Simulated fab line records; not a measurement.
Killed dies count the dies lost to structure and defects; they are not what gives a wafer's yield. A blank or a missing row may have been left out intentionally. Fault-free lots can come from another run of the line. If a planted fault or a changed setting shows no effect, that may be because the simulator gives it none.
Chamber matching    flow n5 finfet    rie diel-01 running N5_BEOL_M8_DESCUM_16: 4 sister chambers
The step chemistry O2, time 7.9 s. 8 wafers are shown with their chamber, then 9 later ones without.

## WAFERS PAIRED WITH THEIR CHAMBERS
wafer   chamber  drypump motor current A (A)  showerhead plenum p Torr (Torr)
L078.1  2        5.3                          2.05
L077.2  2        5.3                          2.05
L081.3  3        5.5                          2.06
L084.4  0        6.7                          2.15
L084.5  1        6.4                          2.10
L087.3  0        6.7                          2.14
L087.4  1        6.4                          2.09
L087.6  3        5.4                          2.06

## WAFERS WITHOUT THEIR CHAMBER
wafer   drypump motor current A (A)  showerhead plenum p Torr (Torr)
L090.3  6.4                          2.09
L090.4  6.7                          2.14
L090.6  5.5                          2.06
L096.2  5.3                          2.04
L096.3  5.5                          2.06
L096.4  6.4                          2.09
L094.1  6.4                          2.09
L094.4  5.5                          2.06
L094.6  5.5                          2.06

## EACH ONE'S CHAMBER
wafer   from the rows above  in truth
L090.3  1                    1
L090.4  0                    0
L090.6  3                    3
L096.2  2                    2
L096.3  3                    3
L096.4  1                    1
L094.1  1                    1
L094.4  3                    3
L094.6  3                    3
Correctly placed: 9 of 9. Number that these rows cannot place: 0. Number placed wrongly: 0.
How it was worked out, from the rows above alone: a wafer's distance from a chamber is the root of the sum, over the readings, of the square of ((its reading less the chamber's mean) divided by the reading's scatter). The wafer belongs to the nearest chamber; if the next one is less than 2 further off, it can't be placed. For every chamber, the mean is computed from those of its wafers that are shown. The scatter is the square root of a quotient: the sum, over the shown wafers, of each reading's squared deviation from its chamber's mean, divided by wafers minus chambers.
